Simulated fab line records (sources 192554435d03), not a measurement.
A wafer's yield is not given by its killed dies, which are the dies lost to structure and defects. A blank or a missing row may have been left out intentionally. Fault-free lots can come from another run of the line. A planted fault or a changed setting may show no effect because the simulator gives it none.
A lot that was struck, set against a sound lot / flow n5Finfet / 16 out of 1938 route steps
Sound: the wafers L279.3, L279.5, L279.6. The struck wafers were L282.1, L282.5. At the end, the cause is stated.
At each step with rows: each side's tool, then ch and its chambers, then its first start. Under that, the readings that differ: sound wafers / struck wafers / difference of the means / sigmas: that difference in standard deviations of wafers without a fault.
alike: a reading whose means differ by less than 2 such deviations, as well as words and numbers matching on both sides. not compared: withheld readings; readings where some wafer has no value; bounds like >300 that might hide an equal value; numbers whose values overlap and for which the record gives no deviation.
Wherever a step has rows on one side only, a row that says differs or no value, or a row with sigmas, the two part there. Non-overlapping numbers with no deviation appear without sigmas and do not part them. A reading missing from all wafers of one side parts the sides only when that side holds two or more wafers.

first, 8 steps without rows for these wafers: N5_MOL_CONTACT_COAG_COAT_76 (time 60 s, resist thk 10 nm); N5_MOL_CONTACT_COAG_COAT_77 (time 60 s, resist thk 10 nm); N5_MOL_CONTACT_COAG_COAT_78 (resist thk 40 nm); N5_MOL_CONTACT_COAG_EBR_80; N5_MOL_CONTACT_COAG_SOFTBAKE_79 (time 60 s); N5_MOL_CONTACT_COAG_EXPOSE_81 (exposes mask VG, defocus 0 nm); N5_MOL_CONTACT_COAG_PEB_82 (peb time 60 s); N5_MOL_CONTACT_COAG_DEVELOP_83 (develop time 30 s).
N5_MOL_CONTACT_COAG_CD_MEAS_84: target cd 25.1 nm.
  sound on cdSem-02 ch 0, day 5 14:43; struck on cdSem-03 ch 0, day 6 10:43
  alike: cdNm
N5_MOL_CONTACT_COAG_OVL_MEAS_85:
  sound on overlay-01 ch 0, day 5 14:45; struck on overlay-01 ch 0, day 6 10:44
reading=VG_OVL (nm); sound=-1.0 -1.9 -0.4; struck=0.4 0.5; difference=+1.6; sigmas=+2
N5_MOL_CONTACT_COAG_INSPECT_57: inspects for defects (brightfield).
  sound on defectInspect-02 at day 5 14:48; struck on defectInspect-02 at day 6 10:48
  alike: rawDefectCount
N5_MOL_CONTACT_COAG_DESCUM_88: chemistry O2, time 7 s.
  sound on rieDiel-01 ch 0,1, day 5 14:50; struck on rieDiel-05 ch 0,1, day 6 10:51
reading=oesProductAu (a.u.); sound=0.70 0.71 0.71; struck=0.90 0.98; difference=+0.23; sigmas=+3
reading=throttleValvePct (%); sound=20.78 20.52 20.77; struck=20.12 20.10; difference=-0.58; sigmas=-2
  alike: drypumpMotorCurrentA, rfVppV, showerheadPlenumPTorr
  not compared: rfHoursCounterH
N5_MOL_CONTACT_COAG_ETCH_89: etches underlayer in N2/H2, target depth 13 nm, time 10.4 s.
  sound on rieDiel-01 ch 0,1, day 5 14:52; struck on rieDiel-05 ch 0,1, day 6 10:53
reading=etchRfOnTimeS (s); sound=10.43 10.56 10.53; struck=6.13 5.96; difference=-4.46; sigmas=-26
reading=oesProductAu (a.u.); sound=0.62 0.60 0.61; struck=1.05 1.17; difference=+0.50; sigmas=+7
reading=throttleValvePct (%); sound=18.27 17.95 18.25; struck=17.60 17.57; difference=-0.57; sigmas=-2
  alike: drypumpMotorCurrentA, rfVppV, showerheadPlenumPTorr
  not compared: rfHoursCounterH
N5_MOL_CONTACT_COAG_ETCH_90: etches SiARC in CF4, target depth 13 nm, time 21.7 s.
  sound on rieDiel-01 ch 0,1, day 5 14:53; struck on rieDiel-05 ch 0,1, day 6 10:55
reading=etchRfOnTimeS (s); sound=22.2 21.9 22.0; struck=21.5 21.1; difference=-0.7; sigmas=-2
reading=oesProductAu (a.u.); sound=0.61 0.60 0.61; struck=0.77 0.84; difference=+0.20; sigmas=+3
reading=throttleValvePct (%); sound=15.99 15.76 16.00; struck=15.31 15.23; difference=-0.65; sigmas=-2
  alike: drypumpMotorCurrentA, rfVppV, showerheadPlenumPTorr
  not compared: rfHoursCounterH
-- record jumps: 3 days separate the struck wafers' starts on either side; left off in module MOL_CONTACT_COAG, taken up again in module BEOL_M4, whose first shown step is the route's number 1111 --
N5_BEOL_M4_RC_MEAS_101:
  sound on prober-01 ch 0, day 8 11:26; struck on prober-02 ch 0, day 9 02:08
  alike: DIBL_N, DIBL_P, IOFF_N, IOFF_P, ION_N, ION_P, SS_N, SS_P, VT_N, VT_P
-- here the record skips 5 days between the struck wafers' starts before and after, leaving off in module BEOL_M4 and picking up in module PASSIVATION (first step shown: number 1936 of the route) --
N5_PASSIVATION_PROBE_49:
  record: rows for the struck wafers here (prober-01, day 13 16:14), none for the sound ones

WHERE THEY PART
Last at N5_PASSIVATION_PROBE_49 as far as this record goes, first at N5_MOL_CONTACT_COAG_OVL_MEAS_85.

WHY: what the simulator had put in
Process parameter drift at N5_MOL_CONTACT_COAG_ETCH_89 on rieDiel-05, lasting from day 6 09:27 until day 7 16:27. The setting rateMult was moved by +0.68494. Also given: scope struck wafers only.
